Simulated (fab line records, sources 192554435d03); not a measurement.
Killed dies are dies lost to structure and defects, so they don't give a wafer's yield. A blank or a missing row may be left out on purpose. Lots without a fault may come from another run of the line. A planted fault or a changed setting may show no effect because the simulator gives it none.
Which tool did it? | flow n5_finfet | 10 lots, 30 wafers sampled, at 5 steps of a route of 1938

WHAT THE GAUGES READ, wafer by wafer
The record holds no reading of a measuring or inspecting step that can be judged against a usual standard deviation.

WHICH TOOL RAN EACH LOT (tool, then ch and the chambers of the sampled wafers, then the start)
lot  | N5_BEOL_M9_ETCH_76                 | N5_MIM_TOP_ETCH_PECVD_03        | N5_PASSIVATION_PECVD_01         | N5_PASSIVATION_STRIP_14            | N5_PASSIVATION_PROBE_49
L394 | rie_diel-03 ch 1,2,3, day 10 15:14 | pecvd-03 ch 0,1,2, day 12 19:52 | pecvd-02 ch 1,2, day 12 21:23   | rie_diel-05 ch 0,2, day 12 22:16   | -
L395 | rie_diel-06 ch 0,1,2, day 10 22:28 | pecvd-03 ch 0,1, day 13 04:31   | pecvd-02 ch 0,1,2, day 13 06:00 | rie_diel-03 ch 0,2, day 13 07:22   | -
L398 | rie_diel-03 ch 1,2,3, day 11 02:22 | pecvd-02 ch 1,2, day 13 09:17   | pecvd-04 ch 0,1,2, day 13 10:41 | rie_diel-05 ch 0,2, day 13 12:22   | -
L397 | rie_diel-03 ch 0,1,3, day 11 23:14 | pecvd-03 ch 0,1, day 14 09:44   | pecvd-02 ch 1,2, day 14 11:06   | rie_diel-05 ch 0,1,2, day 14 14:08 | prober-01, day 14 20:25
L403 | rie_diel-03 ch 0,1,2, day 12 19:49 | pecvd-04 ch 0,1, day 15 00:12   | pecvd-02 ch 0,1,2, day 15 01:41 | rie_diel-03 ch 0,2,3, day 15 02:53 | prober-01, day 15 09:05
L408 | rie_diel-06 ch 0,1,2, day 14 08:26 | pecvd-03 ch 0,1,2, day 16 21:37 | pecvd-02 ch 0,2, day 16 23:02   | rie_diel-05 ch 1,2,3, day 17 00:33 | -
L411 | rie_diel-06 ch 2,3, day 14 13:41   | pecvd-04 ch 0,1,2, day 16 21:55 | pecvd-02 ch 0,2, day 16 23:26   | rie_diel-06 ch 0,1,3, day 17 01:50 | -
L414 | rie_diel-06 ch 1,2,3, day 15 14:34 | pecvd-03 ch 0,1,2, day 17 13:46 | pecvd-01 ch 0,2, day 17 15:17   | rie_diel-06 ch 1,3, day 17 17:59   | -
L413 | rie_diel-03 ch 0,2,3, day 15 14:36 | pecvd-02 ch 0,1,2, day 17 13:49 | pecvd-04 ch 0,2, day 17 15:26   | rie_diel-05 ch 2,3, day 17 17:37   | -
L415 | rie_diel-03 ch 1,3, day 16 14:51   | pecvd-04 ch 1,2, day 18 12:18   | pecvd-04 ch 1,2, day 18 13:49   | rie_diel-03 ch 1,2, day 18 15:38   | -
- N5_BEOL_M9_ETCH_76: etches underlayer in N2/H2, target depth 6.5 nm, time 5.2 s.
- N5_MIM_TOP_ETCH_PECVD_03: deposits SiNx from SiH4/NH3/N2, target thk 20 nm, time 17.6 s.
- N5_PASSIVATION_PECVD_01: deposits SiNx from SiH4/NH3/N2, target thk 200 nm, time 43.2 s.
- N5_PASSIVATION_STRIP_14: strips in O2.
- N5_PASSIVATION_PROBE_49

WHAT THE TOOLS THEMSELVES READ (means of the sampled wafers that have a number; where no wafer has one, the mark that the record gives instead)
N5_BEOL_M9_ETCH_76. Usual: drypump_motor_current_A 5.7 A, standard deviation 0.4; etch_rf_on_time_s 5.19 s, standard deviation 0.15; oes_product_au 0.65 a.u., standard deviation 0.043; rf_vpp_V 523 V, standard deviation 3; showerhead_plenum_p_Torr 2.52 Torr, standard deviation 0.093; throttle_valve_pct 17.81 %, standard deviation 0.23.
lot  | tool        | drypump_motor_current_A (A) | etch_rf_on_time_s (s) | oes_product_au (a.u.) | rf_vpp_V (V) | showerhead_plenum_p_Torr (Torr) | throttle_valve_pct (%) | flag
L394 | rie_diel-03 | 5.5                         | 5.10                  | 0.68                  | 523          | 2.52                            | 17.63                  |
L395 | rie_diel-06 | 5.8                         | 5.15                  | 0.65                  | 523          | 2.52                            | 18.02                  |
L398 | rie_diel-03 | 5.6                         | 5.12                  | 0.67                  | 521          | 2.52                            | 17.62                  |
L397 | rie_diel-03 | 5.4                         | 5.19                  | 0.68                  | 525          | 2.55                            | 17.69                  |
L403 | rie_diel-03 | 5.7                         | 5.10                  | 0.66                  | 522          | 2.47                            | 17.59                  |
L408 | rie_diel-06 | 5.8                         | 5.19                  | 0.64                  | 523          | 2.51                            | 18.05                  |
L411 | rie_diel-06 | 5.9                         | 5.38                  | 0.62                  | 524          | 2.57                            | 18.08                  |
L414 | rie_diel-06 | 5.8                         | 5.28                  | 0.62                  | 522          | 2.50                            | 18.07                  |
L413 | rie_diel-03 | 5.6                         | 5.22                  | 0.62                  | 524          | 2.53                            | 17.79                  |
L415 | rie_diel-03 | 5.2                         | 5.35                  | 0.66                  | 526          | 2.58                            | 17.82                  |

N5_MIM_TOP_ETCH_PECVD_03. Usual: heater_power_w 778 W, standard deviation 99; showerhead_plenum_p_Torr 5.17 Torr, standard deviation 0.067; throttle_valve_pct 40.1 %, standard deviation 1.7.
lot  | tool     | heater_power_w (W) | showerhead_plenum_p_Torr (Torr) | throttle_valve_pct (%) | flag
L394 | pecvd-03 | 804                | 5.17                            | 39.8                   |
L395 | pecvd-03 | 887                | 5.19                            | 40.5                   |
L398 | pecvd-02 | 706                | 5.12                            | 39.9                   |
L397 | pecvd-03 | 820                | 5.19                            | 40.3                   |
L403 | pecvd-04 | 698                | 5.12                            | 43.5                   |
L408 | pecvd-03 | 829                | 5.17                            | 39.9                   |
L411 | pecvd-04 | 727                | 5.18                            | 42.2                   |
L414 | pecvd-03 | 817                | 5.17                            | 40.0                   |
L413 | pecvd-02 | 716                | 5.14                            | 39.2                   |
L415 | pecvd-04 | 789                | 5.17                            | 41.9                   |

N5_PASSIVATION_PECVD_01. Usual: heater_power_w 394 W, standard deviation 100; showerhead_plenum_p_Torr 8.70 Torr, standard deviation 0.075; throttle_valve_pct 29.2 %, standard deviation 1.2.
lot  | tool     | heater_power_w (W) | showerhead_plenum_p_Torr (Torr) | throttle_valve_pct (%) | flag
L394 | pecvd-02 | 285                | 8.68                            | 28.5                   |
L395 | pecvd-02 | 371                | 8.68                            | 28.7                   |
L398 | pecvd-04 | 353                | 8.73                            | 30.8                   |
L397 | pecvd-02 | 317                | 8.66                            | 29.2                   |
L403 | pecvd-02 | 392                | 8.68                            | 28.6                   |
L408 | pecvd-02 | 404                | 8.68                            | 27.8                   |
L411 | pecvd-02 | 424                | 8.70                            | 28.0                   |
L414 | pecvd-01 | 508                | 8.69                            | 28.9                   |
L413 | pecvd-04 | 347                | 8.79                            | 29.9                   |
L415 | pecvd-04 | 356                | 8.63                            | 31.4                   |

N5_PASSIVATION_STRIP_14. Usual: drypump_motor_current_A 5.7 A, standard deviation 0.45; oes_product_au 0.75 a.u., standard deviation 0.058; rf_vpp_V 3.7 V, standard deviation 0.93; showerhead_plenum_p_Torr 2.08 Torr, standard deviation 0.068; throttle_valve_pct 16.66 %, standard deviation 0.17.
lot  | tool        | drypump_motor_current_A (A) | oes_product_au (a.u.) | rf_vpp_V (V) | showerhead_plenum_p_Torr (Torr) | throttle_valve_pct (%) | flag
L394 | rie_diel-05 | 5.3                         | 0.72                  | 3.0          | 2.09                            | 16.81                  |
L395 | rie_diel-03 | 5.9                         | 0.73                  | 3.9          | 2.02                            | 16.49                  |
L398 | rie_diel-05 | 5.3                         | 0.73                  | 4.0          | 2.09                            | 16.81                  |
L397 | rie_diel-05 | 5.6                         | 0.78                  | 3.7          | 2.08                            | 16.65                  |
L403 | rie_diel-03 | 5.6                         | 0.74                  | 4.5          | 2.08                            | 16.61                  |
L408 | rie_diel-05 | 5.8                         | 0.78                  | 2.9          | 2.08                            | 16.63                  |
L411 | rie_diel-06 | 5.7                         | 0.70                  | 4.1          | 2.07                            | 16.70                  |
L414 | rie_diel-06 | 5.6                         | 0.73                  | 3.4          | 2.07                            | 16.73                  |
L413 | rie_diel-05 | 5.3                         | 0.74                  | 3.4          | 2.10                            | 16.68                  |
L415 | rie_diel-03 | 5.9                         | 0.72                  | 3.9          | 1.99                            | 16.49                  |

N5_PASSIVATION_PROBE_49. Usual: defect_limited_yield 91.1 %, standard deviation 1.4; killed_at_M0_to_M3 32, standard deviation 9.3; killed_at_M4_up 13, standard deviation 5.8; killed_at_contacts 12, standard deviation 6.3; killed_at_front_end 44, standard deviation 12; killed_at_other 3.6, standard deviation 2.7; killed_dies 104, standard deviation 17; killed_on_rim 14, standard deviation 3.9; killed_open 69, standard deviation 13; killed_short 34, standard deviation 6.9; sort_bin_5_function 5.2 %, standard deviation 0.98; sort_bin_6_memory 3.3 %, standard deviation 0.59; sort_bin_8_speed 0.01 %, standard deviation 0.039; sort_n_pass 1075, standard deviation 17; sort_yield_pct 91.1 %, standard deviation 1.4.
lot  | tool      | defect_limited_yield (%) | killed_at_M0_to_M3 | killed_at_M4_up | killed_at_contacts | killed_at_front_end | killed_at_other | killed_dies | killed_on_rim | killed_open | killed_short | sort_bin_5_function (%) | sort_bin_6_memory (%) | sort_bin_8_speed (%) | sort_n_pass | sort_yield_pct (%) | flag
L397 | prober-01 | 88.4                     | 25                 | 58              | 7                  | 45                  | 1.7             | 137         | 14            | 60          | 36           | 7.0                     | 3.7                   | 0.03                 | 1043        | 88.4               | OFF
L403 | prober-01 | 86.2                     | 43                 | 57              | 21                 | 42                  | 0.7             | 163         | 15            | 85          | 40           | 8.3                     | 4.5                   | 0.00                 | 1017        | 86.2               | OFF

THE ANSWER, worked out from the rows above alone
Rule: a lot is off if the mean of its wafers that have a number lies more than 3 standard deviations from the usual mean. A lot without any number at a reading at which 4 lots or more have one is off too. The other lots that the step has rows for count as sound. The gauges are gone through in route order, then the tools' own readings, and for those a lot's mean is taken as printed above. The first step at which some lot is off is used, and at that step the reading that is off furthest; a lot without a number counts as furthest.
Off: L397, L403, at N5_PASSIVATION_PROBE_49 (killed_at_M4_up). Neither off nor sound, because the step has no rows for them: L394, L395, L398, L408, L411, L414, L413, L415.
A tool fits if, at that step or a process step before it, it ran every lot that is off, and no sound lot after the first of them. Can't be told from this: 3 tools fit, rie_diel-03 at N5_BEOL_M9_ETCH_76, pecvd-02 at N5_PASSIVATION_PECVD_01, prober-01 at N5_PASSIVATION_PROBE_49.

WHAT THE SIMULATOR HAD PUT IN
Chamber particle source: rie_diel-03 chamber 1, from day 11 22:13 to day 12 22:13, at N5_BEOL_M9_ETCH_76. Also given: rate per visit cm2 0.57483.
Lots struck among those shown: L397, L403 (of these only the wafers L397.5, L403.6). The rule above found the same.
